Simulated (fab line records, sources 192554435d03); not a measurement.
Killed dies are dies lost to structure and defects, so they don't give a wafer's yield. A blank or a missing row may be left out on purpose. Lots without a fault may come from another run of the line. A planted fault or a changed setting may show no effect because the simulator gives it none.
fab line records | flow n5_finfet
record lots=5 wafers=15 last_day=18
route steps=1938 shown BEOL_M5@1154
lots that met no fault: from a run of the same line without faults
start_h: hours from the record's first day to the start of the lot's first wafer shown | wait_h: hours since the lot's step before | " the same as in the row above | L1.1+2: a row that stands for several wafers | - no value, or no start given | * or withheld: withheld | < > ~ a bound
route shown NAME@n: a module of which the file shows steps, and the number in the route of the first | usual: mean/standard deviation of fault-free wafers | same: alike in all rows | chamber/n: place in a boat | sites: the reading at each site | _std_site: their standard deviation | _edge_site: outer sites' mean less inner sites' | radius_mm: how far each site lies from the wafer's centre | mask NAME#n: copy n | behind: the tool/chamber that last shaped the wafer | hold: why the lot was held/for how many hours/how that ended | device: the transistor (n, p or np) that didn't switch | end of line: the same wafers' tests at the end of the route | a step without rows: its recipe alone | killed: dies lost to structure and defects at the first sort, not the wafer's yield | map: a wafer's dies, x killed, . not, _ none there
set.NAME: the setting as run; set.NAME@STEP: as run at that earlier step | model.NAME: the simulator's own value behind a step, which no gauge read
lots at some steps of the route; a table a step, a row a wafer
services: from which hour (start_h, from the record's first day; less than 0 if before it) a tool's chamber was out of use, for how many hours, and why
## steps
# step N5_BEOL_M5_ETCH_68
# recipe chemistry=N2/H2 target=SOC target_depth_a=800 overetch_a=160 mask_material=SiARC temp_c=40 time_s=120 ion_energy_ev=200 pressure_mtorr=30 source_w=840 bias_w=150 n2_flow_sccm=200 h2_flow_sccm=200
# usual drypump_motor_current_A=5.8/0.4 oes_product_au=0.61/0.07 rf_vpp_V=523.7/2.5 showerhead_plenum_p_Torr=2.54/0.088 throttle_valve_pct=17.85/0.24
# columns lot.wafer tool chamber start_h wait_h drypump_motor_current_A oes_product_au rf_hours_counter_h rf_vpp_V showerhead_plenum_p_Torr throttle_valve_pct
L079.2 rie_diel-04 1 222.55 0.0 5.2 0.52 249 525.4 2.61 18.11
L079.5 " 1 " " 5.2 0.51 - 524.6 2.62 18.10
L079.6 " 2 " " 5.8 0.56 - 522.8 2.52 17.71
L085.1 rie_diel-02 3 231.76 0.0 4.9 0.55 220 519.9 2.40 18.14
L085.4 " 1 " " 6.4 0.74 3 522.0 2.49 17.41
L085.6 " 3 " " 4.9 0.55 - 520.8 2.40 18.12
L084.1 rie_diel-02 2 249.48 0.0 5.9 0.58 161 523.5 2.54 18.14
L084.2 " 3 " " 4.9 0.55 225 520.3 2.40 18.15
L084.6 " 2 " " 5.9 0.57 - 524.2 2.54 18.16
L094.2 rie_diel-02 0 295.02 0.0 5.7 0.69 32 526.3 2.61 17.76
L094.3 " 2 " " 5.9 0.57 175 522.9 2.53 18.17
L094.4 " 0 " " 5.7 0.69 - 525.4 2.61 17.75
L096.3 rie_diel-02 2 328.39 0.0 5.9 0.56 190 524.9 2.53 18.20
L096.4 " 1 " " 6.3 0.68 - 523.8 2.48 17.45
L096.6 " 2 " " 5.8 0.56 - 522.1 2.53 18.19
# step N5_BEOL_M5_STRIP_69
# recipe chemistry=N2/H2 temp_c=40 n2_flow_sccm=200 h2_flow_sccm=200 rf_frequency_hz=6e+07
# columns lot.wafer tool chamber start_h wait_h
L079.2+5+6 rie_diel-04 1,1,2 222.63 0.0
L085.1+4+6 rie_diel-02 3,1,3 231.84 0.0
L084.1+2+6 rie_diel-02 2,3,2 249.56 0.0
L094.2+3+4 rie_diel-02 0,2,0 295.10 0.0
L096.3+4+6 rie_diel-02 2,1,2 328.47 0.0
# step N5_BEOL_M5_STRIP_76
# recipe chemistry=N2/H2 temp_c=40 n2_flow_sccm=200 h2_flow_sccm=200 rf_frequency_hz=6e+07
# columns lot.wafer tool chamber start_h wait_h
L079.2+5+6 rie_diel-04 1,1,2 222.64 0.0
L085.1+4+6 rie_diel-02 3,1,3 231.85 0.0
L084.1+2+6 rie_diel-02 2,3,2 249.57 0.0
L094.2+3+4 rie_diel-02 0,2,0 295.11 0.0
L096.3+4+6 rie_diel-02 2,1,2 328.48 0.0
# step N5_BEOL_M5_VIA_ETCH_34
# recipe chemistry=C4F6/O2 target=SiCOH_lowk target_depth_a=883 mask_material=SOC taper_deg=4 time_s=39.2 ion_energy_ev=250 pressure_mtorr=30 source_w=345 bias_w=185 Ar_flow_sccm=300 C4F6_flow_sccm=10 O2_flow_sccm=10
# usual drypump_motor_current_A=5.8/0.4 oes_f_703_au=0.79/0.088 oes_product_au=0.79/0.094 rf_vpp_V=665/11 showerhead_plenum_p_Torr=2.85/0.093 throttle_valve_pct=20.94/0.21
# columns lot.wafer tool chamber start_h wait_h drypump_motor_current_A oes_f_703_au oes_product_au rf_hours_counter_h rf_vpp_V showerhead_plenum_p_Torr throttle_valve_pct
L079.2 rie_diel-04 1 222.65 0.0 5.2 0.65 0.66 249 675 2.94 21.14
L079.5 " 1 " " 5.2 0.65 0.66 - 677 2.94 21.15
L079.6 " 2 " " 5.8 0.72 0.73 - 651 2.84 20.95
L085.1 rie_diel-02 3 231.86 0.0 4.9 0.76 0.73 220 662 2.69 21.16
L085.4 " 1 " " 6.3 0.96 0.96 3 657 2.83 20.72
L085.6 " 3 " " 4.9 0.76 0.73 - 663 2.69 21.18
L084.1 rie_diel-02 2 249.58 0.0 5.8 0.76 0.75 161 669 2.86 21.24
L084.2 " 3 " " 4.9 0.76 0.72 225 663 2.69 21.17
L084.6 " 2 " " 5.8 0.75 0.75 - 669 2.86 21.24
L094.2 rie_diel-02 0 295.12 0.0 5.7 0.90 0.90 32 669 2.89 20.64
L094.3 " 2 " " 5.8 0.73 0.75 175 669 2.85 21.25
L094.4 " 0 " " 5.7 0.90 0.89 - 669 2.89 20.64
L096.3 rie_diel-02 2 328.49 0.0 5.8 0.72 0.73 190 668 2.85 21.28
L096.4 " 1 " " 6.4 0.87 0.89 - 657 2.81 20.75
L096.6 " 2 " " 5.9 0.73 0.73 - 668 2.85 21.29
# step N5_BEOL_M5_STRIP_85
# recipe chemistry=C4F6/O2 resist=SiARC rf_frequency_hz=6e+07
# columns lot.wafer tool chamber start_h wait_h
L079.2+5+6 rie_diel-04 1,1,2 222.69 0.0
L085.1+4+6 rie_diel-02 3,1,3 231.90 0.0
L084.1+2+6 rie_diel-02 2,3,2 249.62 0.0
L094.2+3+4 rie_diel-02 0,2,0 295.16 0.0
L096.3+4+6 rie_diel-02 2,1,2 328.52 0.0
# step N5_BEOL_M5_STRIP_36
# recipe chemistry=N2/H2 power_w=450 temp_c=40 pressure_mtorr=20 rf_frequency_hz=6e+07 overash_fraction=0.3 bias_power_w=7 h2_frac=0.5 n2_flow_sccm=200 h2_flow_sccm=200
# usual drypump_motor_current_A=5.8/0.4 oes_product_au=0.80/0.096 rf_vpp_V=59.3/1.6 showerhead_plenum_p_Torr=2.53/0.088 throttle_valve_pct=23.71/0.28
# same overash_fraction=0.3
# columns lot.wafer tool chamber start_h wait_h drypump_motor_current_A oes_product_au rf_hours_counter_h rf_vpp_V showerhead_plenum_p_Torr throttle_valve_pct
L079.2 rie_diel-04 1 222.70 0.0 5.2 0.66 249 60.6 2.61 24.07
L079.5 " 1 " " 5.2 0.68 - 61.1 2.61 24.05
L079.6 " 2 " " 5.8 0.72 - 59.3 2.52 23.35
L085.1 rie_diel-02 3 231.91 0.0 4.9 0.71 220 58.7 2.40 23.92
L085.4 " 1 " " 6.3 0.97 3 57.7 2.49 23.23
L085.6 " 3 " " 4.9 0.71 - 56.5 2.40 23.93
L084.1 rie_diel-02 2 249.63 0.0 5.9 0.74 161 58.9 2.54 24.03
L084.2 " 3 " " 4.9 0.71 225 60.8 2.40 23.94
L084.6 " 2 " " 5.9 0.75 - 60.9 2.54 24.03
L094.2 rie_diel-02 0 295.17 0.0 5.7 0.91 32 57.7 2.61 23.77
L094.3 " 2 " " 5.9 0.74 175 57.0 2.53 24.06
L094.4 " 0 " " 5.7 0.89 - 59.6 2.61 23.73
L096.3 rie_diel-02 2 328.53 0.0 5.9 0.73 190 59.3 2.52 24.08
L096.4 " 1 " " 6.4 0.90 - 58.9 2.47 23.29
L096.6 " 2 " " 5.9 0.72 - 60.6 2.52 24.08
# step N5_BEOL_M5_TRENCH_ETCH_37
# recipe chemistry=C4F6/O2 target_depth_a=716.52 target=SiCOH_lowk time_s=24.7 ion_energy_ev=250 pressure_mtorr=30 source_w=345 bias_w=185 Ar_flow_sccm=300 C4F6_flow_sccm=10 O2_flow_sccm=10
# usual drypump_motor_current_A=5.8/0.4 oes_f_703_au=0.79/0.087 oes_product_au=0.79/0.094 rf_vpp_V=665/11 showerhead_plenum_p_Torr=2.85/0.093 throttle_valve_pct=20.98/0.21
# columns lot.wafer tool chamber start_h wait_h drypump_motor_current_A oes_f_703_au oes_product_au rf_hours_counter_h rf_vpp_V showerhead_plenum_p_Torr throttle_valve_pct
L079.2 rie_diel-04 1 - - 5.2 0.65 0.66 249 677 2.94 21.18
L079.5 " 1 " " 5.2 0.65 0.66 - 677 2.94 21.18
L079.6 " 2 " " 5.8 0.72 0.72 - 650 2.85 20.99
L085.1 rie_diel-02 3 - - 4.9 0.76 0.72 220 663 2.69 21.19
L085.4 " 1 " " 6.4 0.95 0.97 3 658 2.83 20.77
L085.6 " 3 " " 4.9 0.76 0.72 - 663 2.69 21.20
L084.1 rie_diel-02 2 - - 5.9 0.75 0.75 161 668 2.86 21.29
L084.2 " 3 " " 4.9 0.76 0.72 225 664 2.69 21.21
L084.6 " 2 " " 5.8 0.75 0.75 - 669 2.86 21.27
L094.2 rie_diel-02 0 - - 5.7 0.90 0.89 32 669 2.89 20.67
L094.3 " 2 " " 5.8 0.74 0.74 175 669 2.86 21.29
L094.4 " 0 " " 5.7 0.90 0.89 - 669 2.89 20.68
L096.3 rie_diel-02 2 - - 5.8 0.72 0.73 190 669 2.85 21.31
L096.4 " 1 " " 6.4 0.87 0.90 - 657 2.81 20.81
L096.6 " 2 " " 5.8 0.72 0.73 - 669 2.85 21.32
# step N5_BEOL_M5_ETCH_41
# recipe chemistry=CH3F/O2 target=SiCN target_depth_a=315 taper_deg=2 time_s=56.7 ion_energy_ev=120 mask_material=TiN pressure_mtorr=30 source_w=395 bias_w=75 Ar_flow_sccm=150 CH3F_flow_sccm=30 O2_flow_sccm=20
# usual drypump_motor_current_A=5.7/0.4 oes_product_au=0.79/0.095 rf_vpp_V=297.2/1.5 showerhead_plenum_p_Torr=2.00/0.069 throttle_valve_pct=16.36/0.23
# columns lot.wafer tool chamber start_h wait_h drypump_motor_current_A oes_product_au rf_hours_counter_h rf_vpp_V showerhead_plenum_p_Torr throttle_valve_pct
L079.2 rie_diel-04 1 - - 5.2 0.66 249 297.0 2.07 16.60
L079.5 " 1 " " 5.2 0.66 - 297.8 2.07 16.57
L079.6 " 2 " " 5.8 0.72 - 296.9 2.00 16.40
L085.1 rie_diel-02 3 - - 4.9 0.73 220 294.9 1.89 16.68
L085.4 " 1 " " 6.4 0.97 3 296.7 1.98 16.06
L085.6 " 3 " " 4.9 0.73 - 295.1 1.89 16.66
L084.1 rie_diel-02 2 - - 5.8 0.75 162 295.8 2.01 16.62
L084.2 " 3 " " 4.9 0.72 225 293.6 1.89 16.68
L084.6 " 2 " " 5.9 0.76 - 297.7 2.01 16.61
L094.2 rie_diel-02 0 - - 5.7 0.90 32 299.6 2.03 16.06
L094.3 " 2 " " 5.9 0.74 175 296.0 2.01 16.66
L094.4 " 0 " " 5.7 0.90 - 297.0 2.03 16.06
L096.3 rie_diel-02 2 - - 5.8 0.73 190 298.1 2.00 16.67
L096.4 " 1 " " 6.4 0.89 - 297.0 1.97 16.12
L096.6 " 2 " " 5.9 0.73 - 298.2 2.00 16.69
# step N5_BEOL_M5_STRIP_91
# recipe chemistry=N2/H2 time_s=10 power_w=450 temp_c=40 pressure_mtorr=20 rf_frequency_hz=6e+07 bias_power_w=7 n2_flow_sccm=200 h2_flow_sccm=200
# usual drypump_motor_current_A=5.8/0.4 oes_product_au=0.79/0.096 rf_vpp_V=59.1/0.89 showerhead_plenum_p_Torr=2.53/0.088 throttle_valve_pct=23.71/0.28
# columns lot.wafer tool chamber start_h wait_h drypump_motor_current_A oes_product_au rf_hours_counter_h rf_vpp_V showerhead_plenum_p_Torr throttle_valve_pct
L079.2 rie_diel-04 1 - - 5.2 0.67 249 59.1 2.61 24.05
L079.5 " 1 " " 5.2 0.67 - 59.2 2.61 24.05
L079.6 " 2 " " 5.8 0.73 - 58.8 2.52 23.37
L085.1 rie_diel-02 3 - - 4.9 0.71 220 60.4 2.40 23.92
L085.4 " 1 " " 6.3 0.98 3 59.1 2.49 23.23
L085.6 " 3 " " 4.9 0.71 - 59.8 2.40 23.93
L084.1 rie_diel-02 2 - - 5.9 0.75 162 60.0 2.54 24.03
L084.2 " 3 " " 4.9 0.71 225 60.1 2.40 23.92
L084.6 " 2 " " 5.9 0.75 - 58.1 2.54 24.02
L094.2 rie_diel-02 0 - - 5.7 0.90 32 59.0 2.61 23.74
L094.3 " 2 " " 5.8 0.73 175 58.5 2.53 24.05
L094.4 " 0 " " 5.7 0.88 - 58.1 2.61 23.77
L096.3 rie_diel-02 2 - - 5.8 0.72 190 58.3 2.53 24.09
L096.4 " 1 " " 6.3 0.90 - 60.3 2.47 23.28
L096.6 " 2 " " 5.8 0.72 - 58.6 2.52 24.08
# step N5_BEOL_M5_OCD_MEAS_38
# usual trench_depth_nm=71.3/0.98
# columns lot.wafer tool chamber start_h wait_h trench_depth_nm
L079.2 ocd-02 - 222.89 - 70.7
L079.5 " - " " 70.2
L079.6 " - " " 72.0
L085.1 ocd-02 - 232.10 - 71.9
L085.4 " - " " 71.3
L085.6 " - " " 71.7
L084.1 ocd-01 - 249.82 - 72.2
L084.2 " - " " 72.4
L084.6 " - " " 71.7
L094.2 ocd-02 - 295.36 - 70.5
L094.3 " - " " 70.9
L094.4 " - " " 70.4
L096.3 ocd-02 - 328.73 - 71.8
L096.4 " - " " 71.9
L096.6 " - " " 71.7
# step N5_BEOL_M5_HM_STRIP_39
# recipe chemistry=peroxide_tin_strip material=TiN target_depth_a=250 temp_c=50 time_s=158
# columns lot.wafer tool chamber start_h wait_h
L079.2+5+6 wet_bench-05 7,3,2 222.93 0.0
L085.1+4+6 wet_bench-06 2,5,3 232.14 0.0
L084.1+2+6 wet_bench-06 2,4,1 249.86 0.0
L094.2+3+4 wet_bench-06 4,0,3 295.40 0.0
L096.3+4+6 wet_bench-01 6,4,7 328.76 0.0
# step N5_BEOL_M5_SRD_40
# recipe time_s=30 temp_c=23 rinse_liquid=diw dry=ipa_marangoni
# columns lot.wafer tool chamber start_h wait_h
L079.2+5+6 wet_bench-05 7,3,2 222.97 0.0
L085.1+4+6 wet_bench-06 2,5,3 232.18 0.0
L084.1+2+6 wet_bench-06 2,4,1 249.90 0.0
L094.2+3+4 wet_bench-06 4,0,3 295.44 0.0
L096.3+4+6 wet_bench-01 6,4,7 328.80 0.0
# step N5_BEOL_M5_PRECLEAN_42
# recipe chemistry=residue_remover time_s=60 temp_c=40
# columns lot.wafer tool chamber start_h wait_h
L079.2+5+6 wet_bench-05 7,3,2 222.99 0.0
L085.1+4+6 wet_bench-06 2,5,3 232.20 0.0
L084.1+2+6 wet_bench-06 2,4,1 249.92 0.0
L094.2+3+4 wet_bench-06 4,0,3 295.46 0.0
L096.3+4+6 wet_bench-01 6,4,7 328.82 0.0
# step N5_BEOL_M5_SRD_43
# recipe time_s=30 temp_c=23 rinse_liquid=diw dry=ipa_marangoni
# columns lot.wafer tool chamber start_h wait_h
L079.2+5+6 wet_bench-05 7,3,2 223.01 0.0
L085.1+4+6 wet_bench-06 2,5,3 232.22 0.0
L084.1+2+6 wet_bench-06 2,4,1 249.94 0.0
L094.2+3+4 wet_bench-06 4,0,3 295.48 0.0
L096.3+4+6 wet_bench-01 6,4,7 328.84 0.0
# step N5_BEOL_M5_CD_MEAS_35
# recipe target_cd_nm=28 target_cd_y_nm=24 polarity=opening
# usual cd_nm=27.9/0.38
# columns lot.wafer tool chamber start_h wait_h cd_nm
L079.2 cd_sem-03 - 223.05 0.0 27.5
L079.5 " - " " 27.8
L079.6 " - " " 27.6
L085.1 cd_sem-01 - 232.26 0.0 27.5
L085.4 " - " " 28.6
L085.6 " - " " 27.8
L084.1 cd_sem-03 - 249.97 0.0 27.5
L084.2 " - " " 27.3
L084.6 " - " " 27.9
L094.2 cd_sem-01 - 295.52 0.0 28.1
L094.3 " - " " 28.1
L094.4 " - " " 28.1
L096.3 cd_sem-02 - 328.88 0.0 28.0
L096.4 " - " " 27.7
L096.6 " - " " 28.0
# step N5_BEOL_M5_CURE_80
# recipe temp_c=370 time_s=120 ambient=DMADMS/He material=SiCOH_lowk
# usual lamp_power_pct=52.31/0.054 wafer_temp_C_max=372.1/0.85
# columns lot.wafer tool chamber start_h wait_h lamp_power_pct wafer_temp_C_max
L079.2 uv_cure-01 2 223.14 0.1 52.32 371.3
L079.5 " 2 " " 52.30 372.5
L079.6 " 2 " " 52.29 371.6
L085.1 uv_cure-03 2 232.32 0.1 52.28 371.6
L085.4 " 2 " " 52.34 371.5
L085.6 " 2 " " 52.35 371.6
L084.1 uv_cure-02 1 250.02 0.0 52.27 372.0
L084.2 " 1 " " 52.47 371.8
L084.6 " 1 " " 52.30 372.3
L094.2 uv_cure-02 2 296.15 0.6 52.39 370.9
L094.3 " 2 " " 52.28 371.0
L094.4 " 2 " " 52.35 371.0
L096.3 uv_cure-03 0 329.23 0.4 52.37 372.2
L096.4 " 0 " " 52.39 372.4
L096.6 " 0 " " 52.27 373.2
# step N5_BEOL_M5_DEGAS_44
# recipe ambient=vacuum temp_c=250 time_s=60
# usual heater_power_w=340/28
# columns lot.wafer tool chamber start_h wait_h heater_power_w
L079.2 pvd_sputter-02 - 223.42 0.2 362
L079.5 " - " " 391
L079.6 " - " " 341
L085.1 pvd_sputter-03 - 232.82 0.4 321
L085.4 " - " " 334
L085.6 " - " " 341
L084.1 pvd_sputter-02 - 250.74 0.7 392
L084.2 " - " " 353
L084.6 " - " " 365
L094.2 pvd_sputter-01 - 296.68 0.4 356
L094.3 " - " " 299
L094.4 " - " " 363
L096.3 pvd_sputter-01 - 329.78 0.5 319
L096.4 " - " " 295
L096.6 " - " " 317
# step N5_BEOL_M5_PRE_CLEAN_45
# recipe gas=H2/He time_s=30 temp_c=250
# usual heater_power_w=341/28
# columns lot.wafer tool chamber start_h wait_h heater_power_w
L079.2 pvd_sputter-02 - 223.46 0.0 362
L079.5 " - " " 402
L079.6 " - " " 349
L085.1 pvd_sputter-03 - 232.86 0.0 323
L085.4 " - " " 343
L085.6 " - " " 339
L084.1 pvd_sputter-02 - 250.78 0.0 400
L084.2 " - " " 361
L084.6 " - " " 362
L094.2 pvd_sputter-01 - 296.72 0.0 365
L094.3 " - " " 299
L094.4 " - " " 357
L096.3 pvd_sputter-01 - 329.82 0.0 311
L096.4 " - " " 294
L096.6 " - " " 317
# step N5_BEOL_M5_ALD_86
# recipe material=TaN target_thk_a=* temp_c=275 ald_precursor_family=PDMAT ald_co_reactant=NH3 pressure_torr=3 carrier_flow_sccm=1500 pulse_time_s=2 purge_time_s=3 co_reactant_purge_time_s=2 co_reactant_pulse_time_s=3 ald_cycles=30 precursor_vessel_temp_c=75 precursor_vessel_pressure_torr=26.25 precursor_vessel_carrier_sccm=1000
# usual chamber_pressure_Torr=3.000/0.0063 heater_power_w=406/34
# columns lot.wafer tool chamber start_h wait_h chamber_pressure_Torr heater_power_w
L079.2 ald_metal-01 3 223.52 0.0 3.003 414
L079.5 " 2 " " 2.998 370
L079.6 " 1 " " 2.996 368
L085.1 ald_metal-01 1 233.01 0.1 2.985 366
L085.4 " 0 " " 2.996 394
L085.6 " 3 " " 3.006 412
L084.1 ald_metal-02 3 250.84 0.0 2.990 368
L084.2 " 2 " " 2.990 446
L084.6 " 3 " " 2.995 370
L094.2 ald_metal-02 2 296.78 0.0 2.994 440
L094.3 " 0 " " 3.003 397
L094.4 " 1 " " 3.002 396
L096.3 ald_metal-02 1 329.90 0.1 3.008 387
L096.4 " 2 " " 3.003 463
L096.6 " 3 " " 3.002 362
# step N5_BEOL_M5_SURFACE_TREAT_87
# recipe gas=Ar time_s=* ion_energy_ev=* ion_current_ma_cm2=0.5 pressure_mtorr=* ar_flow_sccm=30
# usual ar_flow_sccm=30.01/0.089 throttle_valve_pct=*
# columns lot.wafer tool chamber start_h wait_h ar_flow_sccm throttle_valve_pct
L079.2 pvd_sputter-01 - 223.77 0.1 30.00 *
L079.5 " - " " 29.97 *
L079.6 " - " " 29.91 *
L085.1 pvd_sputter-03 - 233.24 0.1 29.96 *
L085.4 " - " " 30.05 *
L085.6 " - " " 30.02 *
L084.1 pvd_sputter-02 - 251.16 0.2 30.03 *
L084.2 " - " " 29.98 *
L084.6 " - " " 30.10 *
L094.2 pvd_sputter-01 - 297.00 0.1 29.95 *
L094.3 " - " " 30.02 *
L094.4 " - " " 29.96 *
L096.3 pvd_sputter-01 - 330.26 0.3 30.18 *
L096.4 " - " " 29.94 *
L096.6 " - " " 30.08 *
# step N5_BEOL_M5_CVD_47
# recipe material=Co target_thk_a=30 temp_c=withheld precursor=CCTBA/H2 pressure_torr=30 time_s=216
# usual chamber_pressure_Torr=30.00/0.067
# columns lot.wafer tool chamber start_h wait_h chamber_pressure_Torr
L079.2 cvd_co-02 1 223.87 0.1 30.12
L079.5 " 1 " " 29.98
L079.6 " 0 " " 30.04
L085.1 cvd_co-02 0 233.30 0.0 29.93
L085.4 " 0 " " 29.97
L085.6 " 1 " " 29.98
L084.1 cvd_co-02 1 251.22 0.0 30.06
L084.2 " 0 " " 29.85
L084.6 " 2 " " 29.96
L094.2 cvd_co-02 2 297.06 0.0 30.04
L094.3 " 1 " " 29.96
L094.4 " 0 " " 30.03
L096.3 cvd_co-02 2 330.34 0.1 30.00
L096.4 " 1 " " 29.93
L096.6 " 2 " " 29.98
# step N5_BEOL_M5_SPUTTER_48
# recipe material=Cu target_thk_a=150 temp_c=-20 chamber_pressure_pa=0.07 power_w=withheld time_s=27.62
# usual throttle_valve_pct=30.1/1
# columns lot.wafer tool chamber start_h wait_h throttle_valve_pct
L079.2 pvd_sputter-02 - 224.10 0.2 29.0
L079.5 " - " " 30.9
L079.6 " - " " 28.0
L085.1 pvd_sputter-02 - 233.67 0.3 30.7
L085.4 " - " " 29.0
L085.6 " - " " 31.0
L084.1 pvd_sputter-02 - 251.50 0.2 30.7
L084.2 " - " " 28.0
L084.6 " - " " 28.0
L094.2 pvd_sputter-01 - 297.25 0.1 30.9
L094.3 " - " " 29.9
L094.4 " - " " 32.1
L096.3 pvd_sputter-01 - 330.51 0.1 32.1
L096.4 " - " " 30.0
L096.6 " - " " 32.1
# step N5_BEOL_M5_ANNEAL_49
# recipe temp_c=400 time_s=1800 ambient=vacuum
# usual heater_power_w=853/72
# columns lot.wafer tool chamber start_h wait_h heater_power_w
L079.2 pvd_sputter-02 - 224.18 0.0 882
L079.5 " - " " 751
L079.6 " - " " 984
L085.1 pvd_sputter-02 - 233.75 0.0 883
L085.4 " - " " 889
L085.6 " - " " 764
L084.1 pvd_sputter-02 - 251.58 0.0 872
L084.2 " - " " 974
L084.6 " - " " 964
L094.2 pvd_sputter-01 - 297.33 0.0 716
L094.3 " - " " 783
L094.4 " - " " 920
L096.3 pvd_sputter-01 - 330.59 0.0 903
L096.4 " - " " 777
L096.6 " - " " 903
# step N5_BEOL_M5_SPUTTER_81
# recipe material=Cu target_thk_a=150 temp_c=-20 chamber_pressure_pa=0.07 power_w=withheld time_s=27.62
# usual throttle_valve_pct=30.1/1
# columns lot.wafer tool chamber start_h wait_h throttle_valve_pct
L079.2 pvd_sputter-02 - 225.19 0.5 28.7
L079.5 " - " " 31.1
L079.6 " - " " 27.9
L085.1 pvd_sputter-02 - 234.75 0.5 30.5
L085.4 " - " " 28.6
L085.6 " - " " 30.8
L084.1 pvd_sputter-02 - 252.58 0.5 30.3
L084.2 " - " " 28.0
L084.6 " - " " 28.0
L094.2 pvd_sputter-01 - 298.33 0.5 31.2
L094.3 " - " " 29.9
L094.4 " - " " 32.1
L096.3 pvd_sputter-01 - 331.59 0.5 31.9
L096.4 " - " " 29.6
L096.6 " - " " 31.9
# step N5_BEOL_M5_ANNEAL_82
# recipe temp_c=400 time_s=1800 ambient=vacuum
# usual heater_power_w=854/69
# columns lot.wafer tool chamber start_h wait_h heater_power_w
L079.2 pvd_sputter-02 - 225.27 0.0 871
L079.5 " - " " 742
L079.6 " - " " 969
L085.1 pvd_sputter-02 - 234.83 0.0 937
L085.4 " - " " 859
L085.6 " - " " 774
L084.1 pvd_sputter-02 - 252.66 0.0 898
L084.2 " - " " 973
L084.6 " - " " 987
L094.2 pvd_sputter-01 - 298.41 0.0 757
L094.3 " - " " 808
L094.4 " - " " 911
L096.3 pvd_sputter-01 - 331.67 0.0 897
L096.4 " - " " 783
L096.6 " - " " 909
# step N5_BEOL_M5_SPUTTER_83
# recipe material=Cu target_thk_a=150 temp_c=-20 chamber_pressure_pa=0.07 power_w=withheld time_s=27.62
# usual throttle_valve_pct=30.1/1
# columns lot.wafer tool chamber start_h wait_h throttle_valve_pct
L079.2 pvd_sputter-02 - 226.27 0.5 29.1
L079.5 " - " " 31.1
L079.6 " - " " 28.1
L085.1 pvd_sputter-02 - 235.84 0.5 31.0
L085.4 " - " " 28.8
L085.6 " - " " 30.8
L084.1 pvd_sputter-02 - 253.67 0.5 30.6
L084.2 " - " " 28.4
L084.6 " - " " 27.8
L094.2 pvd_sputter-01 - 299.42 0.5 30.9
L094.3 " - " " 29.9
L094.4 " - " " 32.1
L096.3 pvd_sputter-01 - 332.68 0.5 32.0
L096.4 " - " " 29.7
L096.6 " - " " 32.1
# step N5_BEOL_M5_ANNEAL_84
# recipe temp_c=400 time_s=1800 ambient=vacuum
# usual heater_power_w=854/72
# columns lot.wafer tool chamber start_h wait_h heater_power_w
L079.2 pvd_sputter-02 - 226.35 0.0 884
L079.5 " - " " 750
L079.6 " - " " 969
L085.1 pvd_sputter-02 - 235.92 0.0 911
L085.4 " - " " 881
L085.6 " - " " 748
L084.1 pvd_sputter-02 - 253.75 0.0 904
L084.2 " - " " 1023
L084.6 " - " " 955
L094.2 pvd_sputter-01 - 299.50 0.0 745
L094.3 " - " " 779
L094.4 " - " " 866
L096.3 pvd_sputter-01 - 332.76 0.0 911
L096.4 " - " " 779
L096.6 " - " " 894
# step N5_BEOL_M5_SPUTTER_88
# recipe material=Cu target_thk_a=150 temp_c=-20 chamber_pressure_pa=0.07 power_w=withheld time_s=27.62
# usual throttle_valve_pct=30.1/0.99
# columns lot.wafer tool chamber start_h wait_h throttle_valve_pct
L079.2 pvd_sputter-02 - 227.36 0.5 28.7
L079.5 " - " " 31.0
L079.6 " - " " 28.0
L085.1 pvd_sputter-02 - 236.93 0.5 30.4
L085.4 " - " " 28.9
L085.6 " - " " 30.8
L084.1 pvd_sputter-02 - 254.76 0.5 30.5
L084.2 " - " " 28.1
L084.6 " - " " 27.7
L094.2 pvd_sputter-01 - 300.51 0.5 30.9
L094.3 " - " " 30.0
L094.4 " - " " 32.0
L096.3 pvd_sputter-01 - 333.77 0.5 32.0
L096.4 " - " " 29.6
L096.6 " - " " 31.9
# step N5_BEOL_M5_ANNEAL_89
# recipe temp_c=400 time_s=1800 ambient=vacuum
# usual heater_power_w=855/71
# columns lot.wafer tool chamber start_h wait_h heater_power_w
L079.2 pvd_sputter-02 - 227.44 0.0 848
L079.5 " - " " 743
L079.6 " - " " 1012
L085.1 pvd_sputter-02 - 237.01 0.0 921
L085.4 " - " " 856
L085.6 " - " " 750
L084.1 pvd_sputter-02 - 254.84 0.0 892
L084.2 " - " " 953
L084.6 " - " " 974
L094.2 pvd_sputter-01 - 300.59 0.0 751
L094.3 " - " " 790
L094.4 " - " " 905
L096.3 pvd_sputter-01 - 333.85 0.0 910
L096.4 " - " " 786
L096.6 " - " " 914
# step N5_BEOL_M5_SPUTTER_90
# recipe material=Cu target_thk_a=45 temp_c=-20 chamber_pressure_pa=0.07 power_w=withheld time_s=8.29
# usual throttle_valve_pct=30.1/1
# columns lot.wafer tool chamber start_h wait_h throttle_valve_pct
L079.2 pvd_sputter-02 - 228.45 0.5 28.9
L079.5 " - " " 30.7
L079.6 " - " " 28.0
L085.1 pvd_sputter-02 - 238.01 0.5 30.6
L085.4 " - " " 28.8
L085.6 " - " " 31.1
L084.1 pvd_sputter-02 - 255.84 0.5 30.5
L084.2 " - " " 28.1
L084.6 " - " " 28.2
L094.2 pvd_sputter-01 - 301.59 0.5 31.0
L094.3 " - " " 29.8
L094.4 " - " " 32.1
L096.3 pvd_sputter-01 - 334.85 0.5 32.2
L096.4 " - " " 29.6
L096.6 " - " " 32.2
## services
# columns tool chamber start_h hours kind
rie_diel-04 0 204.06 8.8 repair
wet_bench-01 - 219.90 1.9 pm
rie_diel-04 1 225.88 - clean
rie_diel-04 1 225.88 - consumable_replace:focus_ring
rie_diel-04 1 225.88 31.8 scheduled_down
rie_diel-04 1 225.88 31.8 vent_cycle
ald_metal-02 3 255.11 24.7 repair
uv_cure-03 - 256.83 2.1 pm
rie_diel-02 1 257.11 6.0 repair
cvd_co-02 - 265.01 0.8 repair
rie_diel-04 0 284.54 18.3 repair
rie_diel-02 3 293.80 6.4 repair
rie_diel-04 0 307.97 - clean
rie_diel-04 0 307.97 - consumable_replace:focus_ring
pvd_sputter-02 - 310.46 4.5 repair
pvd_sputter-02 - 324.98 1.7 repair
rie_diel-02 3 325.04 - clean
rie_diel-02 3 325.04 - consumable_replace:focus_ring
rie_diel-02 3 325.04 - consumable_replace:showerhead
rie_diel-02 3 325.04 14.1 scheduled_down
rie_diel-02 3 325.04 14.1 vent_cycle
uv_cure-02 - 325.66 7.5 pm
pvd_sputter-03 - 330.58 2.5 repair
pvd_sputter-03 - 333.25 7.2 repair
## key
fault none
